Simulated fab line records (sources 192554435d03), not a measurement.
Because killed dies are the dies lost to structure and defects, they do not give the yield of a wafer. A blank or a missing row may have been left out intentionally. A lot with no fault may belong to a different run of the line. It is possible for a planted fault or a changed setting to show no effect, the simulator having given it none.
Split-lot study	flow n5-finfet	route with 1938 steps; 7 lots, 21 wafers read

## ABOUT THE SPLIT
At N5_BEOL_M13_EXPOSE_25 (exposes mask M13, target cd 210 nm), the setting dose-mj was moved away from the recipe's 22 on 7 of the 21 wafers read, by -7.1% to +5.5%. All remaining wafers had this setting at the recipe value.

## FROM THE SPLIT TO THE READING: what the file shows between them, 2 steps
- N5_BEOL_M13_DEVELOP_27: develop time 45 s (also split here: develop-time-s)
- N5_BEOL_M13_HARDBAKE_32: time 120 s

## THE READING
cd-nm, in nm, at N5_BEOL_M13_CD_MEAS_28 (target cd 209.5 nm). A value of 209.9 nm with a standard deviation of 1.2 nm is what fault-free wafers of this fab line usually give.

wafer	tool, chamber at the split	dose-mj as run	against the recipe	cd-nm, nm	against lot-mates on the recipe
L075.1	krf-scanner-01, 0	22	recipe	208.4	-
L075.4	krf-scanner-01, 0	22	recipe	209.6	-
L075.5	krf-scanner-01, 0	22	recipe	210.7	-
L083.3	krf-scanner-02, 0	22	recipe	209.4	-
L083.5	krf-scanner-02, 0	22	recipe	208.3	-
L083.6	krf-scanner-02, 0	22	recipe	208.6	-
L080.1	krf-scanner-02, 0	22	recipe	210.6	-
L080.3	krf-scanner-02, 0	20.44	-7.1%	204.0	-6.5
L080.5	krf-scanner-02, 0	22	recipe	210.4	-
L084.1	krf-scanner-02, 0	22	recipe	207.2	-
L084.2	krf-scanner-02, 0	21.05	-4.3%	205.2	-2.0
L084.3	krf-scanner-02, 0	21.05	-4.3%	206.2	-1.0
L090.3	krf-scanner-02, 0	20.62	-6.3%	203.4	-5.6
L090.4	krf-scanner-02, 0	20.62	-6.3%	201.7	-7.3
L090.6	krf-scanner-02, 0	22	recipe	209.0	-
L088.1	krf-scanner-02, 0	22	recipe	209.8	-
L088.3	krf-scanner-02, 0	23.21	+5.5%	216.1	+6.3
L088.4	krf-scanner-02, 0	23.21	+5.5%	215.9	+6.1
L093.1	krf-scanner-01, 0	22	recipe	211.0	-
L093.3	krf-scanner-01, 0	22	recipe	211.1	-
L093.6	krf-scanner-01, 0	22	recipe	211.5	-

THE FIT
A straight line over all 21 wafers: cd-nm changes by +1.04 nm for each +1% of dose-mj; r = +0.95; the points scatter about the line by 1.2 nm.
The same after taking each lot's own level away (the mean of its wafers on the recipe; 21 wafers): +0.941 nm for each +1%; r = +0.95; scatter 1 nm.
The reading moves by 6.7 nm for the largest change in dose-mj, on that fit.
From 207.20 to 211.20 nm: that is the span of the lots' own levels, equal to 3.3 times the standard deviation above.
In other words, the slope is changed by the lot-to-lot level; the two fits disagree.
Check: with one of the wafers moved furthest among these (-7.1%) left out of the fit, the line predicts -6.33 nm for it against its lot-mates. Against them it came out at -6.5 nm.

## THESE WAFERS: OTHER SPLITS
These wafers also went through other splits before the reading. Each is held against what the fit with the lots' levels taken away leaves over:
other split on the same wafers	wafers away from the commonest value	r with cd-nm (lot level and that fit taken away)
N5_BEOL_M8_TRENCH_ETCH_37 time-s	5	+0.06
N5_BEOL_M9_DESCUM_16 time-s	3	+0.17
N5_BEOL_M9_ETCH_62 source-w	5	+0.00
N5_BEOL_M10_DESCUM_16 time-s	5	+0.28
N5_BEOL_M11_CURE_72 time-s	8	+0.00
N5_BEOL_M12_ETCH_68 time-s	7	+0.27
N5_BEOL_M13_DEVELOP_27 develop-time-s	4	-0.04

## THE WHOLE CHAIN: every reading that the file lists as answering this split, in the file's order
step	what it does	reading	change (the file's fit)	r (the file's)
N5_BEOL_M13_CD_MEAS_28	target cd 209.5 nm	cd-nm	+0.918 nm for each +1% of the setting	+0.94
N5_BEOL_M13_DESCUM_33	chemistry O2, time 7.9 s	BEOL_M13.cd-nm (the simulator's own value, which no gauge read)	+0.953 nm for each +1% of the setting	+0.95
N5_BEOL_M13_ETCH_67	etches SiARC in CF4, target depth 143 nm, time 238.3 s	BEOL_M13.cd-nm (the simulator's own value, which no gauge read)	+0.858 nm for each +1% of the setting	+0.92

## THE FILE'S OWN FIT
cd-nm changes by +0.918 nm for each +1% of dose-mj, r = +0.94.
